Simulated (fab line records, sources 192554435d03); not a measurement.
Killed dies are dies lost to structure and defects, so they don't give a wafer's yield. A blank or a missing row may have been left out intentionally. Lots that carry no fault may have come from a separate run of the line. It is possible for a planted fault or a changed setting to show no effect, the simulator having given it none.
fab line records    flow n5_finfet
record: lots: 8  wafers: 24  last_day: 18
route steps=1938 shown FIN_SAQP@131 FIN_CUT@165 BEOL_M4@1111 PASSIVATION@1936
lots that met no fault: from a run of the same line without faults
start_h: start of the lot's first displayed wafer, in hours after the record's first day    wait_h: time in hours since the lot's previous step    " identical to the entry in the row above    L1.1+2: a single row standing in for several wafers    - either no value or no given start    * or withheld: withheld    < > ~ a bound
route shown NAME@n: names a module that has steps shown in the file, with the first one's number in the route    usual: mean and standard deviation over wafers with no fault    same: alike in all rows    chamber/n: place in a boat    sites: each site's reading    _std_site: the values' standard deviation    _edge_site: outer sites' mean less inner sites'    radius_mm: for every site, how far away it sits from the centre of the wafer    mask NAME#n: copy n    behind: tool/chamber where the wafer was last shaped    hold: why the lot was held/for how many hours/how that ended    device: the n, p or np transistor that did not switch    end of line: the same wafers' tests at the end of the route    a step given without rows: its recipe and nothing more    killed: count of dies lost to structure and defects at first sort (not the wafer's yield)    map: dies across one wafer; x = killed, . = not, _ = none there
set.NAME: the run value of the setting; set.NAME@STEP: its run value at that earlier step    model.NAME: the simulator's own value behind a step, which no gauge read
route steps across a sampled set of lots; one table per step, one row per wafer
services: from which hour (start_h, from the record's first day; less than 0 if before it) a tool's chamber was out of use, for how many hours, and why
== steps ==
step: N5_FIN_SAQP_MANDREL_ETCH_58
recipe: chemistry: HBr/Cl2  target: a-Si  target_depth_a: 450  bt_time_s: 10  stop_on: SiNx  mask_material: SiO2  over_etch_frac: 0.8  time_s: 27  pressure_mtorr: 10  icp_w: 800  bias_w: 75  HBr_flow_sccm: 150  Cl2_flow_sccm: 80  ends: end_point
usual: drypump_motor_current_A: 5.5/0.36  oes_product_au: 0.698/0.011  throttle_valve_pct: 35.6/0.34
lot.wafer  tool       chamber  start_h  wait_h  drypump_motor_current_A  oes_product_au  rf_hours_counter_h  throttle_valve_pct
L707.2     rie_si-03  1        29.83    0.0     5.6                      0.687           176                 36.0
L707.3     "          2        "        "       5.9                      0.696           74                  35.6
L707.5     "          1        "        "       5.5                      0.698           -                   35.9
L713.2     rie_si-03  0        67.20    0.0     5.4                      0.681           189                 35.6
L713.5     "          2        "        "       5.9                      0.700           -                   35.6
L713.6     "          1        "        "       5.5                      0.692           -                   36.0
L714.1     rie_si-03  1        72.92    0.0     5.5                      0.688           177                 36.0
L714.5     "          2        "        "       5.9                      0.696           -                   35.6
L714.6     "          3        "        "       5.1                      0.717           -                   35.9
L715.1     rie_si-03  2        79.31    0.0     5.9                      0.697           75                  35.6
L715.3     "          1        "        "       5.5                      0.695           177                 36.0
L715.4     "          0        "        "       5.4                      0.681           189                 35.6
L716.1     rie_si-06  1        84.82    0.0     5.2                      0.681           12                  34.8
L716.3     "          2        "        "       5.7                      0.702           25                  35.6
L716.6     "          0        "        "       5.1                      0.698           -                   35.7
L723.1     rie_si-01  3        127.04   0.0     5.3                      0.691           145                 35.8
L723.5     "          2        "        "       5.3                      0.705           -                   35.4
L723.6     "          1        "        "       5.2                      0.687           -                   35.0
L727.1     rie_si-06  1        149.99   0.0     5.2                      0.673           13                  34.8
L727.4     "          0        "        "       5.1                      0.700           101                 35.7
L727.5     "          0        "        "       5.1                      0.709           -                   35.7
L729.4     rie_si-06  1        162.90   0.0     5.1                      0.692           14                  34.8
L729.5     "          0        "        "       5.2                      0.701           -                   35.7
L729.6     "          1        "        "       5.1                      0.678           -                   34.8
step: N5_FIN_SAQP_HM_OPEN_33
recipe: chemistry: CH3F/O2  target: SiNx  mask_material: SiO2  target_depth_a: 494  time_s: 70.6  pressure_mtorr: 30  source_w: 395  bias_w: 73  Ar_flow_sccm: 150  CH3F_flow_sccm: 30  O2_flow_sccm: 20  ion_energy_ev: 120  ends: cleared
usual: drypump_motor_current_A: 5.9/0.62  etch_rf_on_time_s: 69.1/1.4  oes_f_703_au: 0.79/0.089  oes_o_777_au: 0.79/0.084  oes_product_au: 0.68/0.074  rf_vpp_V: 298/5.3  showerhead_plenum_p_Torr: 2.02/0.081  throttle_valve_pct: 16.26/0.2
lot.wafer  tool         chamber  start_h  wait_h  drypump_motor_current_A  etch_rf_on_time_s  oes_f_703_au  oes_o_777_au  oes_product_au  rf_hours_counter_h  rf_vpp_V  showerhead_plenum_p_Torr  throttle_valve_pct
L707.2     rie_diel-01  2        31.35    0.0     4.9                      67.8               0.74          0.75          0.65            143                 295       1.92                      16.25
L707.3     "            3        "        "       5.1                      67.8               0.96          0.93          0.82            4                   292       1.98                      16.02
L707.5     "            3        "        "       5.1                      67.8               0.96          0.93          0.82            -                   293       1.98                      16.03
L713.2     rie_diel-01  2        68.79    0.0     4.9                      67.7               0.72          0.73          0.64            154                 294       1.92                      16.27
L713.5     "            3        "        "       5.1                      69.5               0.92          0.90          0.79            -                   292       1.98                      16.04
L713.6     "            0        "        "       6.8                      69.2               0.75          0.75          0.66            -                   304       2.02                      16.43
L714.1     rie_diel-01  3        74.40    0.0     5.1                      66.9               0.92          0.89          0.78            18                  294       1.98                      16.07
L714.5     "            2        "        "       4.9                      70.3               0.72          0.73          0.63            -                   295       1.92                      16.28
L714.6     "            1        "        "       6.1                      67.3               0.86          0.87          0.74            -                   303       2.12                      16.25
L715.1     rie_diel-01  2        80.78    0.0     4.9                      68.7               0.73          0.73          0.63            158                 294       1.91                      16.30
L715.3     "            1        "        "       6.1                      67.2               0.85          0.87          0.73            59                  303       2.12                      16.24
L715.4     "            3        "        "       5.1                      68.8               0.91          0.89          0.77            20                  291       1.98                      16.05
L716.1     rie_diel-01  2        86.26    0.0     4.9                      67.4               0.72          0.73          0.63            160                 295       1.91                      16.29
L716.3     "            1        "        "       6.1                      68.0               0.86          0.86          0.73            61                  304       2.12                      16.24
L716.6     "            0        "        "       6.8                      69.5               0.74          0.75          0.66            -                   303       2.02                      16.44
L723.1     rie_diel-01  0        128.61   0.1     6.8                      69.4               0.74          0.73          0.65            148                 303       2.01                      16.47
L723.5     "            3        "        "       5.1                      68.8               0.88          0.85          0.76            -                   291       1.97                      16.08
L723.6     "            2        "        "       4.9                      69.7               0.71          0.72          0.62            -                   295       1.91                      16.33
L727.1     rie_diel-01  1        151.51   0.0     6.1                      67.2               0.83          0.84          0.71            83                  303       2.11                      16.28
L727.4     "            0        "        "       6.8                      70.9               0.73          0.74          0.64            156                 304       2.01                      16.48
L727.5     "            0        "        "       6.8                      71.6               0.73          0.73          0.64            -                   304       2.01                      16.51
L729.4     rie_diel-01  2        164.30   0.0     4.9                      71.6               0.70          0.71          0.61            187                 294       1.91                      16.35
L729.5     "            3        "        "       5.1                      68.9               0.86          0.84          0.73            -                   292       1.97                      16.09
L729.6     "            0        "        "       6.8                      71.4               0.73          0.73          0.63            -                   302       2.01                      16.50
step: N5_FIN_SAQP_STRIP_77
recipe: chemistry: N2/H2  time_s: 90  power_w: 100  temp_c: 40  pressure_mtorr: 100  rf_frequency_hz: 6e+07  bias_power_w: 3  n2_flow_sccm: 300  h2_flow_sccm: 300
usual: bias_power_w: 3.000/0.0084  chamber_pressure_mTorr: 100.00/0.097  drypump_motor_current_A: 5.9/0.62  oes_product_au: 0.80/0.085  rf_vpp_V: 45.4/0.89  showerhead_plenum_p_Torr: 3.40/0.13  throttle_valve_pct: 12.12/0.2
lot.wafer  tool         chamber  start_h  wait_h  bias_power_w  chamber_pressure_mTorr  drypump_motor_current_A  oes_product_au  rf_hours_counter_h  rf_vpp_V  showerhead_plenum_p_Torr  throttle_valve_pct
L707.2     rie_diel-01  2        31.44    0.0     2.996         100.06                  4.9                      0.76            143                 44.3      3.26                      12.19
L707.3     "            3        "        "       3.011         100.02                  5.1                      0.95            4                   46.7      3.33                      11.75
L707.5     "            3        "        "       2.999         100.10                  5.1                      0.95            -                   44.3      3.33                      11.74
L713.2     rie_diel-01  2        68.88    0.0     -             -                       -                        -               -                   -         -                         -
L713.5     "            3        "        "       -             -                       -                        -               -                   -         -                         -
L713.6     "            0        "        "       -             -                       -                        -               -                   -         -                         -
L714.1     rie_diel-01  3        74.49    0.0     -             -                       -                        -               -                   -         -                         -
L714.5     "            2        "        "       -             -                       -                        -               -                   -         -                         -
L714.6     "            1        "        "       -             -                       -                        -               -                   -         -                         -
L715.1     rie_diel-01  2        80.87    0.0     -             -                       -                        -               -                   -         -                         -
L715.3     "            1        "        "       -             -                       -                        -               -                   -         -                         -
L715.4     "            3        "        "       -             -                       -                        -               -                   -         -                         -
L716.1     rie_diel-01  2        86.35    0.0     3.001         100.05                  4.9                      0.74            160                 43.3      3.25                      12.22
L716.3     "            1        "        "       2.998         100.15                  6.2                      0.86            61                  46.3      3.57                      12.14
L716.6     "            0        "        "       3.006         99.87                   6.8                      0.77            -                   45.3      3.37                      12.12
L723.1     rie_diel-01  0        128.70   0.0     2.985         99.94                   6.8                      0.75            148                 45.3      3.36                      12.14
L723.5     "            3        "        "       3.004         99.88                   5.1                      0.88            -                   45.3      3.31                      11.83
L723.6     "            2        "        "       3.005         99.94                   4.9                      0.73            -                   46.3      3.24                      12.26
L727.1     rie_diel-01  1        151.60   0.0     3.013         99.96                   6.2                      0.83            83                  47.1      3.56                      12.20
L727.4     "            0        "        "       3.002         99.95                   6.8                      0.75            157                 45.4      3.36                      12.16
L727.5     "            0        "        "       3.001         99.93                   6.8                      0.75            -                   43.9      3.36                      12.17
L729.4     rie_diel-01  2        164.39   0.0     2.994         99.84                   4.9                      0.71            187                 44.6      3.23                      12.30
L729.5     "            3        "        "       2.997         100.08                  5.1                      0.85            -                   44.7      3.31                      11.86
L729.6     "            0        "        "       3.005         100.13                  6.8                      0.75            -                   45.1      3.36                      12.18
step: N5_FIN_SAQP_HM_CD_35
recipe: target_cd_nm: 8  polarity: line
usual: cd_nm: 8.12/0.25
lot.wafer  tool       chamber  start_h  wait_h  cd_nm
L707.2     cd_sem-03  -        31.57    0.1     7.52
L707.3     "          -        "        "       7.78
L707.5     "          -        "        "       8.06
L713.2     cd_sem-01  -        69.01    0.1     8.04
L713.5     "          -        "        "       7.62
L713.6     "          -        "        "       8.43
L714.1     cd_sem-01  -        74.61    0.1     7.91
L714.5     "          -        "        "       8.39
L714.6     "          -        "        "       8.11
L715.1     cd_sem-01  -        80.99    0.1     8.38
L715.3     "          -        "        "       8.33
L715.4     "          -        "        "       7.83
L716.1     cd_sem-02  -        86.48    0.1     7.74
L716.3     "          -        "        "       8.35
L716.6     "          -        "        "       8.29
L723.1     cd_sem-02  -        128.83   0.1     8.32
L723.5     "          -        "        "       7.86
L723.6     "          -        "        "       8.18
L727.1     cd_sem-01  -        151.72   0.1     7.71
L727.4     "          -        "        "       8.26
L727.5     "          -        "        "       7.99
L729.4     cd_sem-01  -        164.53   0.1     7.55
L729.5     "          -        "        "       8.40
L729.6     "          -        "        "       8.50
step: N5_FIN_SAQP_INSPECT_40
recipe: inspect_instrument: brightfield  mode: aei
usual: raw_defect_count: 189/47
lot.wafer  tool               chamber  start_h  wait_h  raw_defect_count
L707.2     defect_inspect-01  -        31.89    0.0     156
L707.3     "                  -        "        "       153
L707.5     "                  -        "        "       135
L713.2     defect_inspect-01  -        69.36    0.0     717
L713.5     "                  -        "        "       725
L713.6     "                  -        "        "       797
L714.1     defect_inspect-01  -        74.94    0.0     844
L714.5     "                  -        "        "       810
L714.6     "                  -        "        "       777
L715.1     defect_inspect-01  -        81.31    0.0     746
L715.3     "                  -        "        "       793
L715.4     "                  -        "        "       785
L716.1     defect_inspect-02  -        86.80    0.0     158
L716.3     "                  -        "        "       278
L716.6     "                  -        "        "       206
L723.1     defect_inspect-02  -        129.15   0.0     281
L723.5     "                  -        "        "       169
L723.6     "                  -        "        "       176
L727.1     defect_inspect-02  -        152.04   0.0     173
L727.4     "                  -        "        "       204
L727.5     "                  -        "        "       196
L729.4     defect_inspect-02  -        164.84   0.0     124
L729.5     "                  -        "        "       154
L729.6     "                  -        "        "       139
step: N5_FIN_CUT_INSPECT_10
recipe: mode: adi  inspect_instrument: brightfield
usual: raw_defect_count: 35/8.8
lot.wafer  tool               chamber  start_h  wait_h  raw_defect_count
L707.2     defect_inspect-02  -        32.40    0.0     33
L707.3     "                  -        "        "       31
L707.5     "                  -        "        "       26
L713.2     defect_inspect-01  -        69.75    0.0     225
L713.5     "                  -        "        "       212
L713.6     "                  -        "        "       240
L714.1     defect_inspect-02  -        75.46    0.1     214
L714.5     "                  -        "        "       232
L714.6     "                  -        "        "       233
L715.1     defect_inspect-02  -        81.78    0.1     198
L715.3     "                  -        "        "       203
L715.4     "                  -        "        "       236
L716.1     defect_inspect-02  -        87.32    0.1     40
L716.3     "                  -        "        "       50
L716.6     "                  -        "        "       46
L723.1     defect_inspect-01  -        129.54   0.1     45
L723.5     "                  -        "        "       30
L723.6     "                  -        "        "       37
L727.1     defect_inspect-01  -        152.43   0.1     36
L727.4     "                  -        "        "       47
L727.5     "                  -        "        "       49
L729.4     defect_inspect-02  -        165.23   0.0     27
L729.5     "                  -        "        "       44
L729.6     "                  -        "        "       34
step: N5_FIN_CUT_INSPECT_17
recipe: inspect_instrument: brightfield  mode: aei
usual: raw_defect_count: 191/48
lot.wafer  tool               chamber  start_h  wait_h  raw_defect_count
L707.2     defect_inspect-02  -        33.35    0.0     159
L707.3     "                  -        "        "       145
L707.5     "                  -        "        "       132
L713.2     defect_inspect-01  -        70.69    0.0     733
L713.5     "                  -        "        "       742
L713.6     "                  -        "        "       815
L714.1     defect_inspect-02  -        76.59    0.0     818
L714.5     "                  -        "        "       789
L714.6     "                  -        "        "       765
L715.1     defect_inspect-02  -        82.74    0.0     727
L715.3     "                  -        "        "       791
L715.4     "                  -        "        "       762
L716.1     defect_inspect-02  -        88.27    0.0     162
L716.3     "                  -        "        "       283
L716.6     "                  -        "        "       208
L723.1     defect_inspect-02  -        130.56   0.0     288
L723.5     "                  -        "        "       179
L723.6     "                  -        "        "       192
L727.1     defect_inspect-01  -        153.38   0.0     186
L727.4     "                  -        "        "       211
L727.5     "                  -        "        "       203
L729.4     defect_inspect-01  -        166.18   0.0     134
L729.5     "                  -        "        "       169
L729.6     "                  -        "        "       138
step: N5_BEOL_M4_RC_MEAS_101
usual: DIBL_N: 36.3/1.8  DIBL_P: 36.5/2.1  IOFF_N: 0.16/0.031  IOFF_P: 0.22/0.038  ION_N: 677/12  ION_P: 466/7.8  SS_N: 71.5/0.61  SS_P: 73.2/0.7  VT_N: 249/3  VT_P: -248.9/3
lot.wafer  tool       chamber  start_h  wait_h  DIBL_N[mV/V]  DIBL_P[mV/V]  IOFF_N[nA/um]  IOFF_P[nA/um]  ION_N[uA/um]  ION_P[uA/um]  SS_N[mV/dec]  SS_P[mV/dec]  VT_N[mV]  VT_P[mV]
L707.2     prober-02  0        185.80   0.2     32.9          32.6          0.10           0.14           663           462           70.6          72.1          254       -253.9
L707.3     "          0        "        "       38.3          39.2          0.17           0.22           668           453           72.1          73.9          249       -248.2
L707.5     "          0        "        "       37.4          38.4          0.18           0.21           686           469           71.9          72.8          249       -249.4
L713.2     prober-02  0        217.02   0.2     35.5          37.0          0.17           0.27           689           478           71.1          73.5          246       -243.1
L713.5     "          0        "        "       34.6          35.8          0.15           0.24           687           480           71.0          72.2          249       -246.4
L713.6     "          0        "        "       39.3          42.0          0.28           0.38           708           488           72.2          73.6          238       -240.6
L714.1     prober-02  0        226.11   0.0     36.3          36.3          0.14           0.18           665           455           71.3          73.1          252       -255.5
L714.5     "          0        "        "       34.8          34.0          0.12           0.15           664           455           71.0          72.9          256       -258.4
L714.6     "          0        "        "       38.2          39.1          0.18           0.22           693           465           70.9          74.1          249       -252.0
L715.1     prober-02  0        234.31   0.0     34.3          34.6          0.14           0.21           661           460           71.6          73.9          251       -247.7
L715.3     "          0        "        "       34.2          35.0          0.15           0.21           677           472           71.1          73.3          250       -246.4
L715.4     "          0        "        "       34.7          35.8          0.14           0.21           662           460           72.2          73.0          252       -247.3
L716.1     prober-01  0        236.79   0.0     39.5          38.0          0.17           0.22           673           458           72.5          74.0          249       -249.8
L716.3     "          0        "        "       37.6          36.5          0.16           0.22           673           468           71.8          72.9          250       -250.6
L716.6     "          0        "        "       40.1          38.6          0.18           0.23           686           466           72.8          74.0          250       -247.5
L723.1     prober-01  0        281.64   0.0     35.2          34.0          0.14           0.20           668           466           71.4          72.5          251       -248.6
L723.5     "          0        "        "       35.4          34.4          0.14           0.20           670           470           70.9          72.0          250       -248.9
L723.6     "          0        "        "       36.0          35.0          0.16           0.22           685           478           71.8          72.4          248       -248.1
L727.1     prober-02  0        307.68   0.0     32.2          32.2          0.10           0.15           641           449           70.8          72.1          256       -254.0
L727.4     "          0        "        "       32.5          32.5          0.11           0.15           671           462           70.4          72.4          255       -252.8
L727.5     "          0        "        "       33.8          33.8          0.12           0.17           650           453           70.7          72.5          253       -252.0
L729.4     prober-01  0        313.39   0.5     34.1          35.5          0.14           0.20           680           469           71.8          72.6          250       -250.0
L729.5     "          0        "        "       34.1          34.8          0.14           0.19           661           457           71.4          72.4          249       -249.1
L729.6     "          0        "        "       38.3          40.8          0.23           0.31           698           477           71.7          73.5          245       -246.5
step: N5_PASSIVATION_PROBE_49
usual: defect_limited_yield: 91.2/1.5  killed_at_M0_to_M3: 33/9.6  killed_at_M4_up: 14/5.6  killed_at_contacts: 14/5.5  killed_at_front_end: 40/13  killed_at_other: 4/3  killed_dies: 104/17  killed_open: 68/13  killed_short: 33/7.2  sort_bin_4_leakage: 0.00/0.014  sort_bin_5_function: 5.2/0.95  sort_bin_6_memory: 3.3/0.62  sort_bin_8_speed: 0.00/0.012  sort_n_pass: 1076/17  sort_yield_pct: 91.2/1.5
same: gross_dies: 1180  killed_at_back_side: 0
lot.wafer  tool       chamber  start_h  wait_h  defect_limited_yield[%]  killed_at_M0_to_M3  killed_at_M4_up  killed_at_contacts  killed_at_front_end  killed_at_other  killed_dies  killed_open  killed_short  sort_bin_4_leakage[%]  sort_bin_5_function[%]  sort_bin_6_memory[%]  sort_bin_8_speed[%]  sort_n_pass  sort_yield_pct[%]
L713.2     prober-01  -        322.54   0.1     89.3                     47                  15               19                  44                   1                126          86           40            0                      6.9                     3.2                   0                    1054         89.3
L713.5     prober-01  -        322.69   0.2     92.2                     46                  9                8                   29                   0                92           57           35            0                      4.6                     3.0                   0                    1088         92.2
L713.6     prober-01  -        322.74   0.3     91.4                     32                  19               9                   36                   6                102          72           29            0.17                   5.4                     3.0                   0                    1076         91.2
L714.1     prober-02  -        331.90   0.0     91.4                     41                  18               7                   35                   0                101          69           30            0                      5.2                     3.2                   0                    1079         91.4
L714.5     prober-02  -        332.10   0.2     92.3                     23                  10               13                  43                   2                91           52           35            0                      4.3                     3.1                   0                    1089         92.3
L714.6     prober-02  -        332.15   0.3     89.3                     54                  20               8                   42                   2                126          75           48            0                      6.4                     3.7                   0                    1054         89.3
L715.1     prober-02  -        347.15   0.2     90.0                     28                  21               16                  48                   5                118          81           34            0                      6.1                     3.5                   0                    1062         90.0
L715.3     prober-02  -        347.25   0.3     89.0                     40                  20               12                  52                   6                130          87           42            0                      7.0                     3.8                   0                    1050         89.0
L715.4     prober-02  -        347.30   0.4     92.3                     28                  14               14                  34                   1                91           58           30            0                      4.7                     2.8                   0                    1089         92.3
L723.6     prober-02  -        397.99   0.3     90.8                     43                  13               7                   45                   1                109          74           32            0                      5.3                     3.3                   0                    1071         90.8
killed by level:class
L713.2 STI_FIN_REVEAL:geometric_particle:open=13 BEOL_M0_SAQP:geometric_particle:short=12 BEOL_M0_SAQP:geometric_particle:open=11 MOL_CONTACT_COAG:geometric_particle:open=10 BEOL_M2:geometric_particle:open=10 FIN_SAQP:geometric_particle:open=9 MOL_CONTACT_COAG:geometric_particle:short=9 BEOL_M3:geometric_particle:open=9
L713.5 BEOL_M0_SAQP:geometric_particle:short=13 BEOL_M2:geometric_particle:open=10 BEOL_M0_SAQP:geometric_particle:open=9 FIN_SAQP:geometric_particle:short=6 STI_FIN_REVEAL:geometric_particle:open=6 MOL_CONTACT_COAG:geometric_particle:open=6 BEOL_M3:geometric_particle:open=5 STARTING-WAFER:geometric_particle:open=5
L713.6 STI_FIN_REVEAL:geometric_particle:open=13 BEOL_M3:geometric_particle:open=10 MOL_CONTACT_COAG:geometric_particle:open=7 BEOL_M4:geometric_particle:open=7 FIN_SAQP:geometric_particle:short=6 STARTING-WAFER:geometric_particle:open=6 BEOL_M0_SAQP:geometric_particle:short=4 BEOL_M0_SAQP:geometric_particle:open=4
L714.1 BEOL_M2:geometric_particle:open=12 STI_FIN_REVEAL:geometric_particle:open=9 BEOL_M4:geometric_particle:open=8 FIN_SAQP:geometric_particle:short=7 BEOL_M1:geometric_particle:open=7 MOL_CONTACT_COAG:geometric_particle:open=6 BEOL_M0_SAQP:geometric_particle:short=6 ILD0:geometric_particle:short=5
L714.5 FIN_SAQP:geometric_particle:short=15 MOL_CONTACT_COAG:geometric_particle:open=12 FIN_SAQP:geometric_particle:open=8 BEOL_M0:geometric_particle:open=5 BEOL_M2:geometric_particle:short=4 STI_FIN_REVEAL:geometric_particle:open=4 ILD0:geometric_particle:short=4 BEOL_M0_SAQP:geometric_particle:short=4
L714.6 BEOL_M2:geometric_particle:open=14 FIN_SAQP:geometric_particle:short=13 BEOL_M0_SAQP:geometric_particle:short=13 BEOL_M0_SAQP:geometric_particle:open=10 FIN_SAQP:geometric_particle:open=7 BEOL_M3:geometric_particle:open=7 BEOL_M4:geometric_particle:open=7 BEOL_M2:geometric_particle:short=6
L715.1 MOL_CONTACT_COAG:geometric_particle:open=13 FIN_SAQP:geometric_particle:open=12 STI_FIN_REVEAL:geometric_particle:open=11 FIN_SAQP:geometric_particle:short=8 BEOL_M4:geometric_particle:open=8 BEOL_M0_SAQP:geometric_particle:open=7 BEOL_M3:geometric_particle:open=6 GATE_CUT:geometric_particle:short=5
L715.3 BEOL_M3:geometric_particle:open=15 STI_FIN_REVEAL:geometric_particle:open=13 FIN_SAQP:geometric_particle:open=10 MOL_CONTACT_COAG:geometric_particle:open=10 FIN_SAQP:geometric_particle:short=9 BEOL_M0_SAQP:geometric_particle:open=6 BEOL_M2:geometric_particle:open=6 BEOL_M4:geometric_particle:open=6
L715.4 FIN_SAQP:geometric_particle:open=11 FIN_SAQP:geometric_particle:short=10 MOL_CONTACT_COAG:geometric_particle:open=10 BEOL_M3:geometric_particle:open=8 BEOL_M0_SAQP:geometric_particle:short=8 STI_FIN_REVEAL:geometric_particle:open=4 MOL_CONTACT_COAG:geometric_particle:short=4 BEOL_M0_SAQP:geometric_particle:open=4
L723.6 FIN_SAQP:geometric_particle:open=13 BEOL_M0_SAQP:geometric_particle:short=12 BEOL_M4:geometric_particle:open=10 BEOL_M0_SAQP:geometric_particle:open=9 STI_FIN_REVEAL:geometric_particle:open=7 BEOL_M2:geometric_particle:open=7 MOL_CONTACT_COAG:geometric_particle:open=6 FIN_SAQP:geometric_particle:short=5
== services ==
tool       chamber  start_h  hours  kind
rie_si-03  2        46.14    3.0    repair
rie_si-01  1        76.86    3.3    repair
rie_si-06  3        87.87    1.8    repair
rie_si-01  2        88.09    2.4    repair
rie_si-01  3        90.97    18.9   repair
rie_si-06  2        156.33   3.4    repair
== key ==
first_sign: step: N5_FIN_SAQP_STRIP_77  reading: tool_record  direction: missing
effect: step: N5_FIN_SAQP_INSPECT_40  reading: raw_defect_count  direction: up  sigmas: 12  usual: 189  struck: 777
effect: step: N5_FIN_CUT_INSPECT_10  reading: raw_defect_count  direction: up  sigmas: 21  usual: 35  struck: 221
effect: step: N5_FIN_CUT_INSPECT_17  reading: raw_defect_count  direction: up  sigmas: 12  usual: 191  struck: 771
met_at N5_FIN_SAQP_STRIP_77
struck_lots L713,L714,L715
not_acting_at N5_FIN_SAQP_MANDREL_ETCH_58,N5_FIN_SAQP_HM_OPEN_33,N5_FIN_SAQP_HM_CD_35
onset_between 31.44 68.88
fault: kind: skipped_step_whole  tool: rie_diel-01  chamber: -  onset_h: 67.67  steps: N5_FIN_SAQP_STRIP_77  scope: struck_lots_only
